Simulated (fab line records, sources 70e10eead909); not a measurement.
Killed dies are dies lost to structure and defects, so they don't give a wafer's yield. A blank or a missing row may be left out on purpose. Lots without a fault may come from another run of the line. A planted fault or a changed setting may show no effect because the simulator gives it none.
fab line records | flow nand_harc
record lots=24 wafers=72 last_day=33
route steps=1302 shown A_BLC@1131 A_M0@1150 A_M1@1182
lots that met no fault: from a run of the same line without faults
start_h: hours from the record's first day to the start of the lot's first wafer shown | wait_h: hours since the lot's step before | " the same as in the row above | L1.1+2: a row that stands for several wafers | - no value, or no start given | * or withheld: withheld | < > ~ a bound
route shown NAME@n: a module of which the file shows steps, and the number in the route of the first | usual: mean/standard deviation of fault-free wafers | same: alike in all rows | chamber/n: place in a boat | sites: the reading at each site | _std_site: their standard deviation | _edge_site: outer sites' mean less inner sites' | radius_mm: how far each site lies from the wafer's centre | mask NAME#n: copy n | behind: the tool/chamber that last shaped the wafer | hold: why the lot was held/for how many hours/how that ended | device: the transistor (n, p or np) that didn't switch | end of line: the same wafers' tests at the end of the route | a step without rows: its recipe alone | killed: dies lost to structure and defects at the first sort, not the wafer's yield | map: a wafer's dies, x killed, . not, _ none there
set.NAME: the setting as run; set.NAME@STEP: as run at that earlier step | model.NAME: the simulator's own value behind a step, which no gauge read
steps of the route over a sample of lots; a table a step, a row a wafer
services: from which hour (start_h, from the record's first day; less than 0 if before it) a tool's chamber was out of use, for how many hours, and why
## steps
# step NHARC_A_BLC_ALD_23
# recipe target_thk_a=30 pulse_time_s=1 ald_cycles=150 temp_c=450 material=TiN
# usual heater_power_w=1027/94 precursor_pulse_height_rel=1.002/0.018
# columns lot.wafer tool chamber start_h wait_h heater_power_w precursor_pulse_height_rel
L074.4 ald_metal-03 0 511.53 - 1113 1.017
L074.3 " 2 " " 1159 1.009
L074.6 " 3 " " 937 0.992
L075.3 ald_metal-04 3 528.77 - 1070 1.014
L075.4 " 0 " " 1145 1.026
L075.5 " 3 " " 1078 1.008
L076.4 ald_metal-03 2 531.58 - 1136 1.008
L076.6 " 2 " " 1130 0.995
L076.5 " 3 " " 958 0.996
L077.4 ald_metal-01 3 536.32 - 1077 1.008
L077.2 " 0 " " 963 0.993
L077.1 " 1 " " 1005 0.961
L078.2 ald_metal-04 2 551.90 - 863 0.994
L078.4 " 3 " " 1044 0.979
L078.6 " 2 " " 886 0.973
L080.1 ald_metal-03 2 565.27 - 1184 1.030
L080.4 " 3 " " 974 0.990
L080.5 " 1 " " 1092 1.020
L079.1 ald_metal-01 3 569.62 - 1042 0.980
L079.3 " 2 " " 1086 1.024
L079.5 " 3 " " 1051 0.999
L081.4 ald_metal-04 0 580.42 - 1176 1.008
L081.2 " 1 " " 884 0.983
L081.1 " 2 " " 889 1.011
L082.1 ald_metal-04 0 607.62 - 1133 0.990
L082.4 " 1 " " 892 1.021
L082.6 " 3 " " 1065 1.019
L083.1 ald_metal-03 1 608.78 - 1077 1.002
L083.6 " 2 " " 1158 0.960
L083.4 " 0 " " 1086 1.004
L084.1 ald_metal-01 1 610.44 - 1005 1.019
L084.6 " 0 " " 992 1.018
L084.5 " 1 " " 1001 1.014
L086.3 ald_metal-04 0 622.03 - 1161 1.022
L086.4 " 1 " " 887 1.013
L086.6 " 1 " " 870 0.990
L085.1 ald_metal-01 3 623.74 - 1051 1.028
L085.3 " 0 " " 984 1.006
L085.5 " 2 " " 1093 1.016
L089.3 ald_metal-04 2 644.48 - 885 1.011
L089.2 " 0 " " 1154 1.027
L089.5 " 3 " " 1065 0.972
L087.2 ald_metal-03 2 652.58 - 1121 1.008
L087.4 " 0 " " 1088 0.997
L087.6 " 3 " " 914 0.947
L088.2 ald_metal-01 1 652.69 - 985 1.004
L088.6 " 0 " " 994 1.005
L088.5 " 1 " " 1015 0.995
L091.3 ald_metal-04 1 676.08 - 895 0.995
L091.2 " 2 " " 852 1.001
L091.5 " 2 " " 847 0.991
L090.1 ald_metal-03 2 692.78 - 1141 1.003
L090.2 " 3 " " 920 0.997
L090.6 " 1 " " 1059 1.010
L094.3 ald_metal-04 2 711.60 - 833 1.039
L094.1 " 0 " " 1078 1.031
L094.4 " 1 " " 883 1.031
L092.4 ald_metal-03 3 713.62 - 971 0.972
L092.5 " 0 " " 1122 0.979
L092.6 " 1 " " 1055 0.991
L093.5 ald_metal-01 1 714.74 - 996 0.996
L093.6 " 2 " " 1099 1.035
L093.4 " 0 " " 981 0.987
L096.2 ald_metal-04 3 721.85 - 1024 0.979
L096.5 " 3 " " 1045 0.988
L096.6 " 0 " " 1096 1.016
L095.1 ald_metal-01 3 727.94 - 1138 1.019
L095.2 " 0 " " 972 1.044
L095.6 " 3 " " 1126 0.988
L097.2 ald_metal-03 3 741.92 - 943 1.003
L097.1 " 2 " " 1127 0.987
L097.5 " 3 " " 944 1.008
# step NHARC_A_BLC_CMP_25
# recipe t_overpolish_s=30 target_thk_nm=150
# usual motor_current_A=12.1/0.84 overpolish_run_s=30.000/0.0084 time_to_endpoint_s=29.7/2.1
# columns lot.wafer tool chamber start_h wait_h motor_current_A overpolish_run_s time_to_endpoint_s
L074.3 cmp-02 1 512.24 0.2 12.2 29.994 30.1
L074.4 " 2 " " 12.5 30.006 32.1
L074.6 " 1 " " 11.8 30.014 30.5
L075.4 cmp-01 3 529.48 0.2 10.5 30.005 30.0
L075.3 " 0 " " 12.6 30.018 29.0
L075.5 " 3 " " 10.3 29.994 31.4
L076.4 cmp-04 2 532.29 0.3 11.1 29.993 26.4
L076.5 " 2 " " 11.3 30.002 27.2
L076.6 " 3 " " 12.7 30.004 27.5
L077.1 cmp-04 1 537.08 0.5 11.3 30.005 28.2
L077.4 " 2 " " 10.5 29.991 28.6
L077.2 " 3 " " 13.5 30.011 30.6
L078.4 cmp-04 0 552.63 0.3 11.0 30.003 32.7
L078.2 " 1 " " 11.8 29.991 31.6
L078.6 " 3 " " 12.9 30.002 33.3
L080.4 cmp-01 2 566.01 0.3 13.3 30.007 29.4
L080.1 " 0 " " 12.4 30.004 29.5
L080.5 " 1 " " 12.8 29.994 28.1
L079.1 cmp-02 2 570.40 0.4 12.3 30.005 29.4
L079.3 " 3 " " 13.0 30.004 34.1
L079.5 " 1 " " 12.0 30.000 30.4
L081.1 cmp-02 2 581.14 0.5 11.7 29.996 29.8
L081.2 " 0 " " 12.8 30.001 29.4
L081.4 " 1 " " 12.2 30.004 26.9
L082.4 cmp-01 2 608.31 0.2 12.2 30.001 28.4
L082.1 " 0 " " 12.9 30.000 28.2
L082.6 " 2 " " 12.4 29.987 29.9
L083.1 cmp-02 2 609.55 0.4 11.7 30.007 26.6
L083.4 " 1 " " 11.8 29.978 27.5
L083.6 " 3 " " 12.8 30.005 29.3
L084.1 cmp-02 3 611.17 0.4 12.4 30.003 28.5
L084.5 " 2 " " 11.4 30.003 29.8
L084.6 " 3 " " 12.8 29.998 30.9
L086.4 cmp-01 3 622.81 0.4 10.5 29.996 32.4
L086.3 " 0 " " 12.5 29.993 31.6
L086.6 " 3 " " 10.6 30.003 32.3
L085.1 cmp-01 3 624.43 0.4 10.5 30.002 31.2
L085.3 " 0 " " 12.5 29.995 29.9
L085.5 " 3 " " 10.7 29.996 30.3
L089.2 cmp-02 3 645.26 0.5 12.9 30.007 28.9
L089.3 " 0 " " 12.7 30.006 32.9
L089.5 " 1 " " 12.5 29.990 29.4
L087.2 cmp-02 2 653.37 0.5 11.8 30.006 30.4
L087.4 " 3 " " 12.6 29.980 33.5
L087.6 " 2 " " 11.7 29.995 32.5
L088.2 cmp-01 1 653.44 0.5 13.0 29.995 28.7
L088.6 " 0 " " 11.9 30.008 29.2
L088.5 " 1 " " 12.4 30.000 29.2
L091.2 cmp-04 1 676.87 0.5 11.7 29.997 29.2
L091.3 " 2 " " 10.6 29.999 28.9
L091.5 " 3 " " 12.7 29.994 29.1
L090.1 cmp-04 3 693.48 0.5 12.7 30.002 30.4
L090.2 " 1 " " 11.5 30.021 26.3
L090.6 " 3 " " 11.9 29.995 30.7
L094.4 cmp-04 0 712.36 0.3 11.4 30.006 30.3
L094.1 " 1 " " 11.7 29.993 24.9
L094.3 " 2 " " 10.8 29.997 26.9
L092.4 cmp-01 1 714.32 0.3 12.8 29.982 25.3
L092.6 " 0 " " 12.7 29.992 25.6
L092.5 " 1 " " 12.9 29.998 26.6
L093.4 cmp-02 0 715.44 0.3 12.6 29.989 30.3
L093.6 " 0 " " 12.3 30.001 33.3
L093.5 " 1 " " 12.1 30.000 29.1
L096.2 cmp-01 3 723.07 0.7 10.9 30.010 26.8
L096.6 " 1 " " 12.9 29.999 29.4
L096.5 " 2 " " 12.9 30.007 26.8
L095.1 cmp-02 0 728.69 0.5 13.0 30.005 33.7
L095.2 " 1 " " 11.1 30.005 33.3
L095.6 " 1 " " 12.1 29.976 32.4
L097.2 cmp-01 3 742.65 0.5 10.7 30.004 31.6
L097.1 " 2 " " 13.0 30.002 30.7
L097.5 " 3 " " 10.2 29.983 33.4
# step NHARC_A_M0_DESCUM_14
# recipe time_s=3 o2_flow_sccm=200 ar_flow_sccm=0 bias_power_w=0 chemistry=O2
# usual drypump_motor_current_A=5.9/0.38 oes_product_au=0.999/0.006 rf_vpp_V=58.1/0.83 showerhead_plenum_p_Torr=1.98/0.067 throttle_valve_pct=11.312/0.0093
# same bias_power_w=0
# columns lot.wafer tool chamber start_h wait_h drypump_motor_current_A oes_product_au rf_hours_counter_h rf_vpp_V showerhead_plenum_p_Torr throttle_valve_pct
L074.4 rie_diel-02 0 513.61 0.1 5.8 0.998 5.8 56.7 1.93 11.297
L074.3 " 2 " " 6.0 1.006 5.6 58.1 2.01 11.319
L074.6 " 0 " " 5.8 0.991 - 56.0 1.93 11.318
L075.3 rie_diel-03 2 530.98 0.1 6.1 0.996 3.9 60.4 2.02 11.312
L075.4 " 3 " " 4.8 0.999 4.1 58.1 2.03 11.304
L075.5 " 2 " " 6.0 0.995 - 58.4 2.02 11.310
L076.4 rie_diel-03 3 533.78 0.1 4.8 0.997 4.2 58.7 2.02 11.316
L076.6 " 3 " " 4.8 0.999 - 59.4 2.02 11.311
L076.5 " 0 " " 5.5 1.006 - 58.9 1.97 11.303
L077.4 rie_diel-02 3 538.55 0.1 6.1 0.997 5.8 57.3 2.05 11.310
L077.1 " 0 " " 5.8 1.000 6.6 58.4 1.93 11.310
L077.2 " 1 " " 6.4 0.999 6.5 57.2 2.03 11.302
L078.2 rie_diel-02 0 554.09 0.1 5.8 0.993 7.8 58.5 1.93 11.326
L078.4 " 2 " " 6.0 0.989 7.4 58.6 2.01 11.326
L078.6 " 0 " " 5.8 0.993 - 56.8 1.93 11.318
L080.4 rie_diel-03 3 567.49 0.1 4.8 0.991 7.0 57.3 2.02 11.319
L080.1 " 0 " " 5.5 0.997 6.2 57.6 1.97 11.312
L080.5 " 2 " " 6.1 0.998 - 57.2 2.01 11.307
L079.1 rie_diel-03 1 571.85 0.1 5.8 1.004 4.9 58.0 1.80 11.303
L079.3 " 2 " " 6.1 1.003 7.4 56.9 2.01 11.313
L079.5 " 0 " " 5.5 0.991 - 56.8 1.97 11.312
L081.2 rie_diel-02 0 582.64 0.1 5.8 1.001 0.2 58.1 1.93 11.317
L081.1 " 1 " " 6.4 1.007 0.2 57.9 2.03 11.326
L081.4 " 1 " " 6.4 0.998 - 57.3 2.03 11.284
L082.4 rie_diel-02 1 609.83 0.1 6.4 0.992 2.0 58.7 2.02 11.313
L082.1 " 2 " " 6.0 1.004 1.8 58.8 2.01 11.310
L082.6 " 0 " " 5.8 0.999 - 58.2 1.93 11.332
L083.1 rie_diel-02 2 611.22 0.1 6.0 1.002 1.9 57.5 2.01 11.306
L083.4 " 0 " " 5.8 1.001 1.7 57.3 1.93 11.316
L083.6 " 2 " " 6.0 1.014 - 58.1 2.01 11.309
L084.1 rie_diel-02 3 612.63 0.1 6.1 0.991 2.0 57.3 2.05 11.313
L084.6 " 3 " " 6.2 0.993 - 57.4 2.05 11.315
L084.5 " 0 " " 5.8 1.008 - 60.0 1.93 11.321
L086.3 rie_diel-11 0 624.17 0.1 6.0 0.996 0 58.6 1.99 11.315
L086.4 " 1 " " 6.2 1.007 0 57.3 1.99 11.311
L086.6 " 3 " " 5.9 0.998 - 58.6 1.88 11.320
L085.3 rie_diel-02 3 625.96 0.1 6.1 1.000 2.2 58.0 2.05 11.301
L085.1 " 1 " " 6.4 0.997 2.3 58.9 2.02 11.310
L085.5 " 2 " " 6.0 0.993 - 58.7 2.01 11.303
L089.3 rie_diel-02 1 646.59 0.1 6.4 0.999 4.0 59.0 2.02 11.323
L089.2 " 2 " " 6.0 0.996 3.4 57.7 2.01 11.318
L089.5 " 2 " " 6.0 0.989 - 58.2 2.01 11.318
L087.2 rie_diel-11 1 654.76 0.1 6.2 0.999 1.5 57.9 1.99 11.309
L087.4 " 2 " " 5.7 0.986 1.6 58.4 2.03 11.306
L087.6 " 1 " " 6.2 1.001 - 57.4 1.99 11.319
L088.2 rie_diel-02 1 654.91 0.1 6.4 0.991 4.6 59.0 2.02 11.309
L088.6 " 1 " " 6.4 0.997 - 59.3 2.02 11.306
L088.5 " 2 " " 6.0 0.992 - 59.5 2.01 11.303
L091.3 rie_diel-02 3 678.20 0.1 6.1 0.998 4.8 58.3 2.05 11.321
L091.2 " 0 " " 5.8 1.010 5.1 57.1 1.93 11.328
L091.5 " 2 " " 6.0 1.005 - 59.1 2.01 11.306
L090.2 rie_diel-03 2 694.97 0.1 6.1 1.000 1.5 59.2 2.01 11.326
L090.1 " 1 " " 5.8 1.007 1.2 55.9 1.80 11.311
L090.6 " 2 " " 6.0 1.009 - 57.7 2.01 11.308
L094.4 rie_diel-03 3 713.82 0.1 4.8 0.994 2.9 56.9 2.02 11.311
L094.3 " 0 " " 5.5 0.998 2.3 57.5 1.97 11.303
L094.1 " 2 " " 6.1 0.987 3.0 59.4 2.01 11.316
L092.4 rie_diel-11 3 715.79 0.1 5.9 0.998 4.3 57.5 1.88 11.320
L092.6 " 3 " " 5.9 1.004 - 58.2 1.88 11.300
L092.5 " 0 " " 5.9 0.996 - 57.4 1.99 11.305
L093.4 rie_diel-02 1 716.86 0.1 6.4 0.995 7.5 59.4 2.02 11.304
L093.5 " 0 " " 5.8 1.000 - 57.9 1.93 11.317
L093.6 " 1 " " 6.4 1.005 - 57.9 2.02 11.325
L096.2 rie_diel-02 0 724.41 0.1 5.8 1.014 6.4 58.8 1.93 11.304
L096.5 " 1 " " 6.4 1.005 - 57.5 2.02 11.320
L096.6 " 2 " " 6.0 1.000 - 59.0 2.01 11.299
L095.1 rie_diel-03 2 730.20 0.1 6.1 0.993 3.5 57.8 2.01 11.309
L095.2 " 3 " " 4.8 1.010 3.4 58.4 2.02 11.317
L095.6 " 1 " " 5.8 1.006 - 57.8 1.80 11.296
L097.1 rie_diel-11 3 744.02 0.1 5.8 0.989 7.8 59.0 1.88 11.329
L097.2 " 2 " " 5.7 0.997 7.2 57.7 2.03 11.316
L097.5 " 3 " " 5.9 0.992 - 57.8 1.88 11.319
# step NHARC_A_M0_ETCH_15
# recipe target_depth_a=1500 overetch_a=150 time_s=82.5 c4f8_flow_sccm=withheld ar_flow_sccm=400 rf_w=600 bias_w=300 chemistry=C4F8/Ar
# usual oes_product_au=0.952/0.022 rf_vpp_V=443.1/2.3
# columns lot.wafer tool chamber start_h wait_h oes_product_au rf_hours_counter_h rf_vpp_V
L074.4 rie_diel-02 2 - - 0.972 5.6 443.5
L074.3 " 0 " " 0.947 5.8 442.1
L074.6 " 2 " " 0.969 - 443.5
L075.4 rie_diel-03 0 - - 0.925 3.4 442.8
L075.3 " 2 " " 0.931 3.9 442.8
L075.5 " 0 " " 0.932 - 443.3
L076.4 rie_diel-03 0 - - 0.967 3.5 443.1
L076.6 " 1 " " 0.975 - 437.1
L076.5 " 2 " " 0.971 - 443.6
L077.4 rie_diel-02 1 - - 0.969 6.5 443.7
L077.2 " 2 " " 0.962 6.5 444.7
L077.1 " 0 " " 0.963 6.6 440.6
L078.4 rie_diel-02 0 - - 0.932 7.9 440.3
L078.2 " 3 " " 0.920 7.1 444.7
L078.6 " 1 " " 0.920 - 445.7
L080.4 rie_diel-03 3 - - 0.918 7.0 445.7
L080.1 " 1 " " 0.930 4.7 438.4
L080.5 " 3 " " 0.914 - 444.4
L079.1 rie_diel-03 2 - - 0.931 7.4 443.4
L079.3 " 3 " " 0.913 7.3 444.2
L079.5 " 3 " " 0.924 - 444.4
L081.1 rie_diel-02 0 - - 0.972 0.3 443.1
L081.2 " 1 " " 0.964 0.3 443.5
L081.4 " 1 " " 0.962 - 444.3
L082.4 rie_diel-02 1 - - 0.976 2.0 445.5
L082.1 " 0 " " 0.957 1.7 441.8
L082.6 " 1 " " 0.968 - 445.2
L083.4 rie_diel-02 0 - - 0.967 1.7 442.6
L083.1 " 2 " " 0.956 1.9 442.0
L083.6 " 3 " " 0.950 - 446.0
L084.1 rie_diel-02 3 - - 0.954 2.0 446.3
L084.6 " 3 " " 0.948 - 443.8
L084.5 " 0 " " 0.961 - 441.6
L086.4 rie_diel-11 3 - - 0.973 0.0 440.9
L086.3 " 0 " " 0.971 0.0 440.8
L086.6 " 1 " " 0.984 - 443.8
L085.1 rie_diel-02 2 - - 0.958 2.1 443.6
L085.3 " 3 " " 0.945 2.2 443.2
L085.5 " 3 " " 0.960 - 444.6
L089.3 rie_diel-02 3 - - 0.966 3.5 445.6
L089.2 " 0 " " 0.990 3.6 442.4
L089.5 " 3 " " 0.979 - 445.6
L087.4 rie_diel-11 1 - - 0.965 1.5 444.2
L087.2 " 2 " " 0.956 1.6 444.9
L087.6 " 0 " " 0.974 - 443.5
L088.2 rie_diel-02 0 - - 0.953 4.3 440.7
L088.5 " 0 " " 0.950 - 441.6
L088.6 " 1 " " 0.933 - 444.0
L091.2 rie_diel-02 1 - - 0.917 5.8 443.4
L091.3 " 2 " " 0.914 5.0 443.7
L091.5 " 0 " " 0.915 - 442.2
L090.1 rie_diel-03 0 - - 0.921 1.3 442.5
L090.2 " 2 " " 0.933 1.5 443.0
L090.6 " 0 " " 0.921 - 441.9
L094.1 rie_diel-03 3 - - 0.971 3.0 443.7
L094.4 " 0 " " 0.959 2.3 443.6
L094.3 " 1 " " 0.992 2.4 437.3
L092.4 rie_diel-11 3 - - 0.958 4.3 438.9
L092.5 " 2 " " 0.971 - 445.9
L092.6 " 3 " " 0.963 - 440.2
L093.4 rie_diel-02 2 - - 0.986 6.7 444.2
L093.6 " 1 " " 0.963 - 445.0
L093.5 " 2 " " 0.984 - 443.3
L096.2 rie_diel-02 0 - - 0.927 6.4 441.4
L096.5 " 1 " " 0.927 - 442.8
L096.6 " 2 " " 0.934 - 443.6
L095.1 rie_diel-03 0 - - 0.919 2.8 442.8
L095.2 " 1 " " 0.929 2.8 436.8
L095.6 " 0 " " 0.919 - 443.1
L097.2 rie_diel-11 3 - - 0.946 7.8 440.7
L097.1 " 2 " " 0.955 7.3 443.2
L097.5 " 3 " " 0.951 - 440.1
# step NHARC_A_M0_ANNEAL_30
# recipe temp_c=225 time_s=90
# usual anneal_temp_c_max=225.88/0.24 wafer_temp_C_max=226.8/0.33
# columns lot.wafer tool chamber start_h wait_h anneal_temp_c_max wafer_temp_C_max
L074.3 rtp_anneal-02 0 515.47 0.4 225.90 226.5
L074.4 " 0 " " 225.29 226.9
L074.6 " 0 " " 225.90 227.0
L075.3 rtp_anneal-01 0 532.72 - 226.29 227.0
L075.4 " 0 " " 226.43 227.0
L075.5 " 0 " " 226.27 226.6
L076.4 rtp_anneal-01 0 535.59 - 225.68 226.9
L076.5 " 0 " " 225.91 226.3
L076.6 " 0 " " 225.71 227.1
L077.1 rtp_anneal-01 0 540.19 - 225.66 227.0
L077.2 " 0 " " 225.73 226.6
L077.4 " 0 " " 225.93 227.4
L078.2 rtp_anneal-02 0 555.88 - 226.01 226.8
L078.4 " 0 " " 226.17 227.6
L078.6 " 0 " " 226.01 227.2
L080.1 rtp_anneal-01 0 569.35 0.5 225.76 227.2
L080.4 " 0 " " 225.94 226.5
L080.5 " 0 " " 225.73 227.1
L079.1 rtp_anneal-01 0 573.50 0.3 225.83 226.5
L079.3 " 0 " " 225.77 226.7
L079.5 " 0 " " 225.68 226.5
L081.1 rtp_anneal-02 0 584.40 0.3 225.99 227.1
L081.2 " 0 " " 226.29 226.7
L081.4 " 0 " " 225.67 226.7
L082.1 rtp_anneal-02 0 611.47 0.3 226.12 226.8
L082.4 " 0 " " 225.92 226.6
L082.6 " 0 " " 225.83 226.9
L083.1 rtp_anneal-02 0 612.88 0.3 226.15 226.6
L083.4 " 0 " " 226.00 226.7
L083.6 " 0 " " 226.67 226.1
L084.1 rtp_anneal-01 0 614.29 0.3 225.67 226.9
L084.5 " 0 " " 225.62 227.2
L084.6 " 0 " " 225.73 227.1
L086.3 rtp_anneal-02 0 625.93 0.3 226.02 227.5
L086.4 " 0 " " 225.79 226.5
L086.6 " 0 " " 225.72 226.7
L085.1 rtp_anneal-02 0 627.64 - 226.13 227.1
L085.3 " 0 " " 226.54 226.8
L085.5 " 0 " " 226.28 226.7
L089.2 rtp_anneal-01 0 648.30 - 225.98 226.1
L089.3 " 0 " " 225.45 226.9
L089.5 " 0 " " 225.65 226.3
L087.2 rtp_anneal-01 0 656.47 0.4 225.90 226.8
L087.4 " 0 " " 225.82 226.9
L087.6 " 0 " " 225.66 227.3
L088.2 rtp_anneal-02 0 656.62 - 225.97 227.2
L088.5 " 0 " " 225.96 226.6
L088.6 " 0 " " 226.18 226.3
L091.2 rtp_anneal-01 0 679.89 - 225.85 226.9
L091.3 " 0 " " 225.95 227.2
L091.5 " 0 " " 225.47 226.8
L090.1 rtp_anneal-02 0 696.67 - 226.09 226.8
L090.2 " 0 " " 225.63 227.3
L090.6 " 0 " " 225.96 226.7
L094.1 rtp_anneal-02 0 715.53 - 225.82 226.7
L094.3 " 0 " " 225.53 226.3
L094.4 " 0 " " 226.19 226.8
L092.4 rtp_anneal-01 0 717.61 0.3 225.92 227.1
L092.5 " 0 " " 225.45 226.7
L092.6 " 0 " " 225.37 227.3
L093.4 rtp_anneal-01 0 718.74 0.4 225.73 226.8
L093.5 " 0 " " 225.87 226.8
L093.6 " 0 " " 225.64 227.5
L096.2 rtp_anneal-01 0 726.08 - 225.77 226.9
L096.5 " 0 " " 225.88 227.0
L096.6 " 0 " " 225.87 226.8
L095.1 rtp_anneal-01 0 731.83 - 225.60 226.1
L095.2 " 0 " " 225.97 226.5
L095.6 " 0 " " 225.57 226.7
L097.1 rtp_anneal-01 0 745.92 - 225.95 226.5
L097.2 " 0 " " 225.91 226.4
L097.5 " 0 " " 225.73 227.0
# step NHARC_A_M1_DESCUM_14
# recipe time_s=3 o2_flow_sccm=200 ar_flow_sccm=0 bias_power_w=0 chemistry=O2
# usual drypump_motor_current_A=5.7/0.47 oes_product_au=1.001/0.0075 rf_vpp_V=57.6/0.93 showerhead_plenum_p_Torr=1.89/0.078 throttle_valve_pct=11.311/0.0086
# same bias_power_w=0
# columns lot.wafer tool chamber start_h wait_h drypump_motor_current_A oes_product_au rf_hours_counter_h rf_vpp_V showerhead_plenum_p_Torr throttle_valve_pct
L074.4 rie_diel-05 3 517.97 0.1 6.0 1.002 2.6 57.6 1.79 11.317
L074.3 " 0 " " 5.8 1.004 2.7 58.8 1.96 11.317
L074.6 " 0 " " 5.8 1.003 - 59.1 1.96 11.311
L075.3 rie_diel-01 2 534.98 0.1 5.5 0.999 7.1 59.2 2.00 11.314
L075.4 " 0 " " 5.3 1.012 7.3 58.6 1.81 11.313
L075.5 " 3 " " 5.3 1.007 - 58.6 1.81 11.313
L076.6 rie_diel-06 3 537.84 0.1 5.7 1.006 - 56.4 1.86 11.295
L076.5 " 0 " " 6.1 0.995 - 59.0 2.02 11.331
L076.4 " 2 " " 6.1 0.992 - 56.8 1.89 11.306
L077.4 rie_diel-01 1 542.62 0.1 6.5 1.011 5.4 57.0 1.89 11.324
L077.2 " 2 " " 5.6 1.001 7.2 59.2 2.00 11.312
L077.1 " 3 " " 5.2 1.011 6.7 57.9 1.81 11.317
L078.4 rie_diel-05 2 558.36 0.1 4.9 0.993 4.5 56.8 1.80 11.303
L078.2 " 0 " " 5.8 1.009 4.0 58.3 1.96 11.317
L078.6 " 2 " " 4.9 0.998 - 58.4 1.80 11.314
L080.1 rie_diel-01 2 571.76 0.1 5.6 0.998 0.2 58.2 2.00 11.320
L080.5 " 2 " " 5.6 0.996 - 58.4 2.00 11.313
L080.4 " 0 " " 5.3 1.008 - 56.7 1.81 11.304
L079.3 rie_diel-06 1 576.23 0.1 5.3 0.995 3.9 58.9 1.95 11.305
L079.1 " 2 " " 6.1 0.990 7.0 57.6 1.89 11.308
L079.5 " 3 " " 5.8 1.005 - 57.8 1.86 11.308
L081.1 rie_diel-06 3 586.97 0.1 5.8 1.013 6.8 56.4 1.86 11.310
L081.2 " 0 " " 6.2 1.005 5.4 58.3 2.02 11.304
L081.4 " 2 " " 6.1 0.997 7.0 56.3 1.89 11.315
L082.4 rie_diel-06 0 613.88 0.1 6.1 1.002 6.4 59.1 2.02 11.320
L082.1 " 3 " " 5.7 1.001 8.3 57.8 1.86 11.329
L082.6 " 0 " " 6.1 0.996 - 58.0 2.02 11.280
L083.4 rie_diel-05 0 615.33 0.1 5.8 1.003 0.8 59.4 1.96 11.317
L083.1 " 2 " " 4.9 0.996 0.7 57.2 1.80 11.305
L083.6 " 0 " " 5.8 1.006 - 58.3 1.96 11.306
L084.1 rie_diel-01 3 616.57 0.1 5.3 0.996 2.0 57.2 1.81 11.333
L084.5 " 2 " " 5.6 0.995 - 56.9 2.00 11.288
L084.6 " 3 " " 5.3 0.995 - 56.6 1.81 11.309
L086.4 rie_diel-06 1 628.10 0.1 5.4 0.983 6.2 57.9 1.95 11.311
L086.3 " 3 " " 5.8 1.001 9.2 57.5 1.86 11.332
L086.6 " 1 " " 5.4 0.995 - 58.7 1.95 11.309
L085.3 rie_diel-05 1 630.02 0.1 6.2 0.991 1.1 56.8 1.87 11.309
L085.1 " 0 " " 5.8 1.003 1.0 57.1 1.96 11.310
L085.5 " 2 " " 4.9 0.999 - 57.3 1.80 11.324
L089.3 rie_diel-06 1 650.65 0.1 5.4 0.997 7.9 58.2 1.95 11.318
L089.2 " 3 " " 5.7 1.006 10.8 58.4 1.86 11.303
L089.5 " 1 " " 5.4 0.998 - 57.7 1.95 11.297
L087.2 rie_diel-01 2 658.83 0.1 5.6 1.009 4.3 57.8 2.00 11.304
L087.4 " 3 " " 5.3 1.001 4.4 56.9 1.81 11.308
L087.6 " 2 " " 5.5 1.002 - 58.9 2.00 11.312
L088.2 rie_diel-05 1 659.00 0.1 6.2 1.010 1.9 58.8 1.87 11.317
L088.6 " 2 " " 4.9 0.995 - 58.0 1.80 11.315
L088.5 " 3 " " 6.0 0.995 - 54.9 1.79 11.291
L091.2 rie_diel-01 1 682.15 0.1 6.6 0.999 7.2 58.2 1.89 11.321
L091.3 " 3 " " 5.2 1.004 6.0 56.8 1.81 11.304
L091.5 " 0 " " 5.3 0.990 - 56.6 1.81 11.299
L090.1 rie_diel-01 3 699.07 0.1 5.3 1.007 6.2 56.7 1.81 11.314
L090.2 " 0 " " 5.3 1.008 7.0 58.7 1.81 11.305
L090.6 " 3 " " 5.3 1.011 - 57.2 1.81 11.300
L094.4 rie_diel-01 3 717.93 0.1 5.3 1.015 7.2 57.2 1.81 11.312
L094.3 " 0 " " 5.3 1.009 8.0 56.9 1.81 11.318
L094.1 " 1 " " 6.5 1.010 8.2 56.0 1.89 11.305
L092.4 rie_diel-06 0 719.74 0.1 6.1 0.983 2.7 59.0 2.01 11.317
L092.5 " 2 " " 6.1 1.004 - 57.8 1.88 11.316
L092.6 " 3 " " 5.8 1.010 - 56.9 1.86 11.316
L093.4 rie_diel-01 2 721.00 0.1 5.6 1.005 7.5 58.0 2.00 11.315
L093.5 " 3 " " 5.3 1.001 - 56.8 1.81 11.314
L093.6 " 0 " " 5.3 1.005 - 58.1 1.81 11.293
L096.2 rie_diel-06 2 728.31 0.1 6.2 1.003 2.6 58.4 1.88 11.318
L096.6 " 1 " " 5.4 0.995 - 58.4 1.95 11.295
L096.5 " 2 " " 6.1 0.994 - 57.5 1.88 11.301
L095.1 rie_diel-05 3 734.24 0.1 6.0 0.982 4.6 57.4 1.79 11.304
L095.2 " 0 " " 5.8 1.001 5.0 56.6 1.96 11.307
L095.6 " 3 " " 6.0 0.996 - 57.5 1.79 11.319
L097.1 rie_diel-05 0 748.30 0.1 5.8 1.002 5.2 58.2 1.96 11.310
L097.2 " 1 " " 6.2 1.016 5.1 59.3 1.87 11.314
L097.5 " 0 " " 5.8 0.995 - 55.6 1.96 11.324
## services
# columns tool chamber start_h hours kind
cmp-02 - 504.40 1.8 repair
cmp-01 - 523.25 0.9 repair
cmp-02 - 526.38 6.8 repair
rie_diel-02 2 539.87 1.9 repair
rie_diel-03 1 548.77 13.4 repair
rie_diel-01 1 554.30 4.7 repair
rie_diel-01 - 557.80 9.0 pm
rie_diel-02 - 570.70 9.0 pm
rie_diel-03 3 575.20 4.8 repair
cmp-01 - 577.76 4.0 pm
rie_diel-01 2 577.92 3.0 repair
cmp-02 - 582.61 0.8 repair
cmp-01 - 600.61 1.0 repair
cmp-02 - 618.53 1.0 repair
cmp-02 - 631.16 4.0 pm
rie_diel-01 - 633.94 1.0 repair
rie_diel-03 - 635.30 9.0 pm
cmp-02 - 641.00 1.3 repair
ald_metal-04 - 652.00 10.0 pm
cmp-01 - 675.76 4.0 pm
cmp-02 - 682.50 0.6 repair
rie_diel-02 0 687.02 27.9 repair
rtp_anneal-02 - 744.00 12.0 pm
rie_diel-02 - 747.70 9.0 pm
## key
fault none
